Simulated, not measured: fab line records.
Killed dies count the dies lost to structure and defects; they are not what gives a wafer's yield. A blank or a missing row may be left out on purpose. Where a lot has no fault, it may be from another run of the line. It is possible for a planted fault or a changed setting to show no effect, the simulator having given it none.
fab line records ; flow nandHarc
record: lots: 12; wafers: 36; lastDay: 24
route steps=1159 shown A_STAIRCASE@558 END@1159
lots untouched by any fault: they come from a run of this same line in which no faults occurred
startH: hours from the record's first day to the start of the lot's first wafer shown ; waitH: hours from the lot's prior step to this one ; " same as the row above ; L1.1+2: one row covering several wafers at once ; - no value present, or no start provided ; * or withheld: withheld ; < > ~ a bound
route shown NAME@n: names a module that has steps shown in the file, with the first one's number in the route ; usual: mean and standard deviation over wafers with no fault ; same: alike in all rows ; chamber/n: place in a boat ; sites: each site's reading ; _std_site: how widely they spread, as a standard deviation ; _edge_site: the outer-site mean with the inner-site mean subtracted ; radiusMm: how far each site lies from the wafer's centre ; mask NAME#n: copy n ; behind: the tool/chamber that last shaped the wafer ; hold: why the lot was held/for how many hours/how that ended ; device: names the non-switching transistor (n, p or np) ; end of line: the same wafers' tests at the end of the route ; step lacking rows: just its recipe ; killed: not the wafer's yield, but the dies lost to structure and defects at the first sort ; map: a wafer's dies, x killed, . not, _ none there
set.NAME: the run value of the setting; set.NAME@STEP: its run value at that earlier step ; model.NAME: the simulator's own value behind a step, which no gauge read
steps of the route over a sample of lots; a table a step, a row a wafer
services: a tool's chamber out of use, with start hour (startH, from the record's first day; less than 0 if before it), hours out, and reason
== steps ==
step: NHARC_A_STAIRCASE_ETCH_21
recipe: targetDepthA: 1000; timeS: 40.5; ionEnergyEv: 400; c4f8FlowSccm: 20; o2FlowSccm: 10; arFlowSccm: withheld; rfW: 600; biasW: 1000; chemistry: C4F8/O2
usual: oesProductAu: 0.948/0.017; rfFwdPowerW: 592.6/2.9; rfVppV: 895/5.4; runLengthS: 61.8/0.41
lot.wafer;tool;chamber;startH;waitH;oesProductAu;rfFwdPowerW;rfHoursCounterH;rfVppV;runLengthS
L632.2;rieDiel-11;2;-;-;0.946;593.5;19;903;61.1
L632.4;rieDiel-11;1;-;-;0.950;586.1;19;892;61.5
L632.6;rieDiel-11;2;-;-;0.938;593.1;-;902;61.9
L633.3;rieDiel-04;0;-;-;0.981;595.2;21;889;62.4
L633.1;rieDiel-04;2;-;-;0.929;590.5;49;893;61.3
L633.6;rieDiel-04;0;-;-;0.974;598.2;-;889;61.9
L636.3;rieDiel-11;0;-;-;0.965;590.6;27;887;61.5
L636.6;rieDiel-11;2;-;-;0.957;595.7;-;901;60.9
L636.5;rieDiel-11;3;-;-;0.946;594.6;-;905;62.5
L635.3;rieDiel-04;0;-;-;0.944;592.2;25;888;61.8
L635.1;rieDiel-04;1;-;-;0.941;593.2;49;891;62.2
L635.5;rieDiel-04;1;-;-;0.936;594.0;-;892;62.2
L637.1;rieDiel-11;1;-;-;0.949;590.9;30;889;61.5
L637.3;rieDiel-11;2;-;-;0.938;591.8;30;902;61.1
L637.2;rieDiel-11;3;-;-;0.945;595.1;31;904;62.6
L640.4;rieDiel-11;1;-;-;0.953;591.8;40;890;62.0
L640.3;rieDiel-11;2;-;-;0.936;592.3;39;899;61.0
L640.6;rieDiel-11;1;-;-;0.945;591.0;-;890;61.8
L643.3;rieDiel-04;0;-;-;0.966;596.3;4;887;62.2
L643.1;rieDiel-04;1;-;-;0.972;592.9;0;892;62.2
L643.5;rieDiel-04;0;-;-;0.974;591.7;-;890;62.2
L645.2;rieDiel-12;0;-;-;0.978;584.8;34;896;61.5
L645.3;rieDiel-12;1;-;-;0.971;595.0;32;889;62.3
L645.5;rieDiel-12;0;-;-;0.978;583.6;-;897;61.4
L647.4;rieDiel-12;3;-;-;0.920;594.1;38;902;61.7
L647.3;rieDiel-12;2;-;-;0.926;592.8;37;896;61.7
L647.5;rieDiel-12;3;-;-;0.931;592.6;-;900;61.6
L642.4;rieDiel-12;2;-;-;0.916;590.3;37;895;61.8
L642.2;rieDiel-12;3;-;-;0.916;589.8;38;900;61.8
L642.3;rieDiel-12;0;-;-;0.917;586.5;38;895;61.4
L649.4;rieDiel-12;2;-;-;0.937;594.4;45;895;61.4
L649.6;rieDiel-12;3;-;-;0.930;590.7;-;900;61.9
L649.5;rieDiel-12;0;-;-;0.933;586.4;-;894;61.3
L654.3;rieDiel-04;1;-;-;0.945;592.4;21;892;62.1
L654.1;rieDiel-04;0;-;-;0.952;592.7;25;888;62.2
L654.4;rieDiel-04;1;-;-;0.950;592.3;-;892;62.1
step: NHARC_A_STAIRCASE_TRIM_22
recipe: timeS: 211.2; o2FlowSccm: 500; arFlowSccm: 0; biasW: 0; chemistry: O2
usual: drypumpMotorCurrentA: 5.6/0.48; oesProductAu: 1.000/0.0071; rfVppV: 57.6/0.84; showerheadPlenumPTorr: 3.49/0.15; throttleValvePct: 17.037/0.0083
lot.wafer;tool;chamber;startH;waitH;drypumpMotorCurrentA;oesProductAu;rfHoursCounterH;rfVppV;showerheadPlenumPTorr;throttleValvePct
L632.2;rieDiel-11;3;-;-;5.9;1.000;21;58.7;3.76;17.028
L632.4;rieDiel-11;2;-;-;4.8;0.990;19;57.9;3.70;17.038
L632.6;rieDiel-11;0;-;-;5.1;1.000;-;57.3;3.31;17.041
L633.1;rieDiel-04;2;-;-;5.7;0.987;49;58.3;3.46;17.028
L633.3;rieDiel-04;0;-;-;5.0;1.007;21;55.8;3.33;17.036
L633.6;rieDiel-04;2;-;-;5.7;1.005;-;56.5;3.46;17.034
L636.3;rieDiel-11;2;-;-;4.8;1.008;27;58.6;3.70;17.024
L636.6;rieDiel-11;0;-;-;5.0;1.004;-;57.8;3.30;17.041
L636.5;rieDiel-11;1;-;-;6.4;1.003;-;57.8;3.36;17.054
L635.3;rieDiel-04;1;-;-;6.2;1.011;49;57.5;3.41;17.041
L635.1;rieDiel-04;3;-;-;5.3;1.004;52;57.5;3.66;17.038
L635.5;rieDiel-04;0;-;-;5.0;1.006;-;57.5;3.33;17.040
L637.1;rieDiel-11;2;-;-;4.8;1.005;30;58.2;3.70;17.036
L637.3;rieDiel-11;3;-;-;5.9;0.999;31;58.8;3.75;17.042
L637.2;rieDiel-11;0;-;-;5.1;1.009;29;57.2;3.30;17.025
L640.3;rieDiel-11;2;-;-;4.8;1.013;39;58.4;3.69;17.025
L640.4;rieDiel-11;0;-;-;5.1;1.010;39;57.3;3.30;17.040
L640.6;rieDiel-11;2;-;-;4.8;1.007;-;59.6;3.69;17.042
L643.1;rieDiel-04;0;-;-;5.1;1.008;4;57.5;3.32;17.041
L643.3;rieDiel-04;1;-;-;6.2;1.002;0;57.5;3.40;17.041
L643.5;rieDiel-04;1;-;-;6.2;1.002;-;57.4;3.40;17.033
L645.2;rieDiel-12;2;-;-;5.7;1.006;33;57.8;3.52;17.040
L645.3;rieDiel-12;3;-;-;5.9;0.999;35;56.5;3.65;17.059
L645.5;rieDiel-12;3;-;-;5.9;1.008;-;58.0;3.65;17.031
L647.4;rieDiel-12;1;-;-;5.0;0.987;36;57.6;3.35;17.041
L647.3;rieDiel-12;2;-;-;5.8;1.001;37;58.9;3.52;17.050
L647.5;rieDiel-12;1;-;-;5.0;0.982;-;57.0;3.35;17.028
L642.4;rieDiel-12;1;-;-;5.0;1.003;36;57.6;3.35;17.029
L642.2;rieDiel-12;3;-;-;5.9;0.998;38;59.1;3.65;17.035
L642.3;rieDiel-12;0;-;-;5.7;1.003;38;57.2;3.51;17.031
L649.4;rieDiel-12;3;-;-;6.0;0.990;47;59.2;3.64;17.029
L649.5;rieDiel-12;1;-;-;5.0;0.989;-;57.7;3.35;17.046
L649.6;rieDiel-12;2;-;-;5.7;0.996;-;57.5;3.51;17.049
L654.3;rieDiel-04;0;-;-;5.1;1.005;25;57.1;3.31;17.034
L654.1;rieDiel-04;1;-;-;6.2;1.009;21;58.7;3.39;17.040
L654.4;rieDiel-04;3;-;-;5.3;1.004;-;57.9;3.64;17.040
step: NHARC_A_STAIRCASE_STRIP_175
recipe: powerW: 1500; tempC: 250; chemistry: O2
usual: drypumpMotorCurrentA: 5.4/0.38; heaterPowerW: 314/15
lot.wafer;tool;chamber;startH;waitH;drypumpMotorCurrentA;heaterPowerW;rfHoursCounterH
L632.2;plasmaAsher-02;1;236.79;0.1;5.0;311;15
L632.4;plasmaAsher-02;1;236.79;0.1;5.0;313;-
L632.6;plasmaAsher-02;1;236.79;0.1;5.1;306;-
L633.1;plasmaAsher-02;0;249.13;0.1;5.8;331;18
L633.3;plasmaAsher-02;0;249.13;0.1;5.8;331;-
L633.6;plasmaAsher-02;1;249.13;0.1;5.1;310;-
L636.3;plasmaAsher-02;0;260.49;0.2;5.8;324;-
L636.5;plasmaAsher-02;0;260.49;0.2;5.9;336;-
L636.6;plasmaAsher-02;1;260.49;0.2;5.1;316;-
L635.1;plasmaAsher-01;1;261.03;0.1;4.9;290;56
L635.3;plasmaAsher-01;0;261.03;0.1;5.6;332;-
L635.5;plasmaAsher-01;0;261.03;0.1;5.6;332;-
L637.1;plasmaAsher-02;0;269.42;0.1;5.8;335;26
L637.2;plasmaAsher-02;1;269.42;0.1;5.0;314;26
L637.3;plasmaAsher-02;1;269.42;0.1;5.0;314;-
L640.4;plasmaAsher-02;0;296.19;0.2;5.8;331;-
L640.3;plasmaAsher-02;1;296.19;0.2;5.0;308;-
L640.6;plasmaAsher-02;1;296.19;0.2;5.0;315;-
L643.1;plasmaAsher-02;1;308.60;0.1;5.1;301;38
L643.3;plasmaAsher-02;1;308.60;0.1;5.1;311;-
L643.5;plasmaAsher-02;1;308.60;0.1;5.0;311;-
L645.2;plasmaAsher-01;0;317.93;0.1;5.6;307;8
L645.3;plasmaAsher-01;0;317.93;0.1;5.6;313;-
L645.5;plasmaAsher-01;1;317.93;0.1;4.9;301;-
L647.4;plasmaAsher-02;0;326.50;0.4;5.8;334;-
L647.3;plasmaAsher-02;1;326.50;0.4;5.1;301;-
L647.5;plasmaAsher-02;1;326.50;0.4;5.1;323;-
L642.2;plasmaAsher-02;1;326.73;0.4;5.0;310;45
L642.4;plasmaAsher-02;0;326.73;0.4;5.9;330;-
L642.3;plasmaAsher-02;1;326.73;0.4;5.0;308;-
L649.4;plasmaAsher-02;1;349.83;0.2;5.0;306;-
L649.6;plasmaAsher-02;1;349.83;0.2;5.1;310;-
L649.5;plasmaAsher-02;0;349.83;0.2;5.8;336;-
L654.1;plasmaAsher-01;0;368.83;0.9;5.6;306;31
L654.4;plasmaAsher-01;1;368.83;0.9;5.0;294;-
L654.3;plasmaAsher-01;0;368.83;0.9;5.6;320;-
step: NHARC_A_STAIRCASE_ETCH_192
recipe: targetDepthA: 1000; timeS: 40.5; ionEnergyEv: 400; c4f8FlowSccm: 20; o2FlowSccm: 10; arFlowSccm: withheld; rfW: 600; biasW: 1000; chemistry: C4F8/O2
usual: oesProductAu: 0.942/0.01; rfFwdPowerW: 592/3.3; rfVppV: 895/5.8; runLengthS: 61.8/0.44
lot.wafer;tool;chamber;startH;waitH;oesProductAu;rfFwdPowerW;rfHoursCounterH;rfVppV;runLengthS
L632.4;rieDiel-12;2;241.77;-;0.929;590;11;896;61.3
L632.2;rieDiel-12;0;241.77;-;0.940;586;11;895;61.3
L632.6;rieDiel-12;1;241.77;-;0.945;596;-;891;62.0
L633.1;rieDiel-11;3;251.90;-;0.951;595;26;904;62.1
L633.3;rieDiel-11;2;251.90;-;0.939;593;24;901;61.5
L633.6;rieDiel-11;0;251.90;-;0.952;591;-;888;61.8
L636.3;rieDiel-12;2;262.76;-;0.956;587;16;896;61.3
L636.5;rieDiel-12;2;262.76;-;0.948;588;-;895;61.4
L636.6;rieDiel-12;3;262.76;-;0.933;594;-;902;61.7
L635.1;rieDiel-11;3;263.85;-;0.946;593;30;904;62.3
L635.3;rieDiel-11;1;263.85;-;0.949;586;29;888;61.7
L635.5;rieDiel-11;2;263.85;-;0.940;594;-;903;61.2
L637.2;rieDiel-04;1;271.64;-;0.939;588;54;891;62.0
L637.3;rieDiel-04;2;271.64;-;0.934;596;57;892;61.9
L637.1;rieDiel-04;3;271.64;-;0.938;596;55;899;62.4
L640.4;rieDiel-12;0;298.33;-;0.958;581;27;895;61.5
L640.3;rieDiel-12;2;298.33;-;0.946;593;28;895;61.6
L640.6;rieDiel-12;3;298.33;-;0.949;592;-;899;61.9
L643.3;rieDiel-04;0;311.05;-;0.933;595;5;888;62.1
L643.1;rieDiel-04;1;311.05;-;0.940;594;1;890;62.1
L643.5;rieDiel-04;2;311.05;-;0.918;594;-;893;61.4
L645.2;rieDiel-12;0;320.03;-;0.949;-;35;897;48.4
L645.3;rieDiel-12;1;320.03;-;0.936;595;33;888;62.4
L645.5;rieDiel-12;3;320.03;-;0.937;590;-;901;61.6
L647.3;rieDiel-11;1;328.58;-;0.948;590;55;890;62.1
L647.4;rieDiel-11;3;328.58;-;0.946;595;52;902;62.3
L647.5;rieDiel-11;0;328.58;-;0.952;593;-;887;61.3
L642.3;rieDiel-12;2;329.14;-;0.928;590;39;895;61.6
L642.4;rieDiel-12;3;329.14;-;0.923;589;40;901;61.4
L642.2;rieDiel-12;0;329.14;-;0.926;-;39;894;48.6
L649.4;rieDiel-11;2;352.18;-;0.972;597;61;903;61.0
L649.6;rieDiel-11;0;352.18;-;0.943;592;-;888;61.4
L649.5;rieDiel-11;1;352.18;-;0.953;589;-;890;61.6
L654.4;rieDiel-04;0;370.99;-;0.948;592;26;889;62.1
L654.3;rieDiel-04;1;370.99;-;0.941;596;22;891;62.1
L654.1;rieDiel-04;3;370.99;-;0.939;596;27;901;62.9
step: NHARC_END_SORT_01
recipe: tempC: 25
usual: killedAtArray: 29/11; killedAtOther: 0.6/0.92; killedAtPeriphery: 3.2/2; killedDies: 33/11; killedOpen: 3.2/2; killedShort: 1.9/1.5
same: grossDies: 677
lot.wafer;tool;chamber;startH;waitH;killedAtArray;killedAtOther;killedAtPeriphery;killedDies;killedOpen;killedShort
L645.2;prober-01;0;511.62;2.8;671;0;6;677;4;1
L645.3;prober-01;0;512.40;3.1;45;0;2;47;2;3
L645.5;prober-01;0;513.97;3.6;35;0;1;36;7;1
L642.2;prober-01;0;520.22;2.8;670;0;7;677;8;2
L642.3;prober-01;0;521.00;3.1;28;0;4;32;7;2
L642.4;prober-01;0;521.79;3.3;37;0;4;41;6;1
killed by level:class
L645.2 A_STAIRCASE:areaEtch=626 A_CHANNEL_HOLE_D1:chamberFilmFlake=22 A_SLIT:chamberFilmFlake=9 A_CONTACT:chamberFilmFlake=8 P_ZERO_WELL:chamberFilmFlake=4 A_CHANNEL_FILL_D1:geometricParticle:open=2 P_STI:geometricParticle:open=1 A_CHANNEL_HOLE_D1:geometricParticle:short=1
L645.3 A_SLIT:chamberFilmFlake=17 A_CHANNEL_HOLE_D1:chamberFilmFlake=15 A_STAIRCASE:chamberFilmFlake=3 A_CONTACT:chamberFilmFlake=3 A_ONON_D1:geometricParticle:short=1 A_CHANNEL_HOLE_D1:geometricParticle:short=1 A_CHANNEL_FILL_D1:geometricParticle:open=1 A_WL_FILL:geometricParticle:short=1
L645.5 A_CHANNEL_HOLE_D1:chamberFilmFlake=16 A_SLIT:chamberFilmFlake=11 A_CONTACT:geometricParticle:open=3 P_M0:geometricParticle:open=1 A_ONON_D1:geometricParticle:open=1 A_CHANNEL_HOLE_D1:geometricParticle:open=1 A_CHANNEL_FILL_D1:geometricParticle:open=1 A_WL_FILL:geometricParticle:short=1
L642.2 A_STAIRCASE:areaEtch=641 A_SLIT:chamberFilmFlake=9 P_ZERO_WELL:chamberFilmFlake=6 A_CONTACT:chamberFilmFlake=6 A_CONTACT:geometricParticle:open=5 A_CHANNEL_HOLE_D1:chamberFilmFlake=4 P_M0:geometricParticle:open=1 A_SOURCE_PLATE:geometricParticle:open=1
L642.3 A_SLIT:chamberFilmFlake=13 A_CHANNEL_HOLE_D1:chamberFilmFlake=4 A_WL_FILL:chamberFilmFlake=3 A_CONTACT:geometricParticle:open=2 A_CONTACT:chamberFilmFlake=2 P_CONTACT:geometricParticle:open=1 P_M0:geometricParticle:open=1 P_M1:geometricParticle:short=1
L642.4 A_SLIT:chamberFilmFlake=17 A_CHANNEL_HOLE_D1:chamberFilmFlake=5 A_STAIRCASE:chamberFilmFlake=4 A_CONTACT:chamberFilmFlake=4 A_CHANNEL_FILL_D1:geometricParticle:open=3 P_ZERO_WELL:chamberFilmFlake=3 A_ONON_D1:geometricParticle:open=2 P_STI:geometricParticle:open=1
== services ==
tool;chamber;startH;hours;kind
rieDiel-11;2;216.06;3.2;repair
rieDiel-04;-;222.71;1.2;repair
rieDiel-12;0;236.03;-;clean
rieDiel-12;1;236.03;-;clean
rieDiel-12;2;236.03;-;clean
rieDiel-12;3;236.03;-;clean
rieDiel-12;0;260.53;-;clean
rieDiel-12;1;260.53;-;clean
rieDiel-12;2;260.53;-;clean
rieDiel-12;3;260.53;-;clean
plasmaAsher-01;-;276.03;9.0;pm
rieDiel-12;0;285.24;-;clean
rieDiel-12;1;285.24;-;clean
rieDiel-12;2;285.24;-;clean
rieDiel-12;3;285.24;-;clean
rieDiel-04;-;288.90;9.0;pm
plasmaAsher-01;-;299.16;0.6;repair
rieDiel-12;0;310.56;-;clean
rieDiel-12;1;310.56;-;clean
rieDiel-12;2;310.56;-;clean
plasmaAsher-02;-;360.61;9.0;pm
rieDiel-04;2;362.65;7.9;repair
rieDiel-11;2;363.14;3.9;repair
rieDiel-11;-;366.82;9.0;pm
== key ==
firstSign: step: NHARC_A_STAIRCASE_ETCH_192; reading: runLengthS; direction: down; sigmas: 30; usual: *; struck: *
effect: step: NHARC_END_SORT_01; reading: killedAtArray; direction: up; sigmas: 60; usual: 29; struck: 670
moreKillsBornAt: NHARC_A_STAIRCASE_ETCH_192@rieDiel-12: 1267
metAt NHARC_A_STAIRCASE_ETCH_192
struckLots L642,L645
struckWafers L642.2,L645.2
laterRowsLeftOut L642.2,L645.2
testerLeftOut L642,L645
notActingAt NHARC_A_STAIRCASE_ETCH_21,NHARC_A_STAIRCASE_TRIM_22,NHARC_A_STAIRCASE_STRIP_175
onsetBetween 298.33 320.03
fault: kind: processParameterDrift; tool: rieDiel-12; chamber: -; onsetH: 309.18; steps: NHARC_A_STAIRCASE_ETCH_192; channel: timeS; offset: *; shape: step; endH: 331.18; scope: struckWafersOnly; actsIn: *; stated: *
testerLeftOut: of these lots the tester's yield and bins aren't shown, on N5 and GAA mostly nor the transistor test; their killed dies are dies lost to structure and defects alone, not to doping, threshold or leakage, so they don't give the yield
laterRowsLeftOut: the simulator's readings of these wafers behind a module that went badly wrong aren't trusted and aren't shown, but for the sort
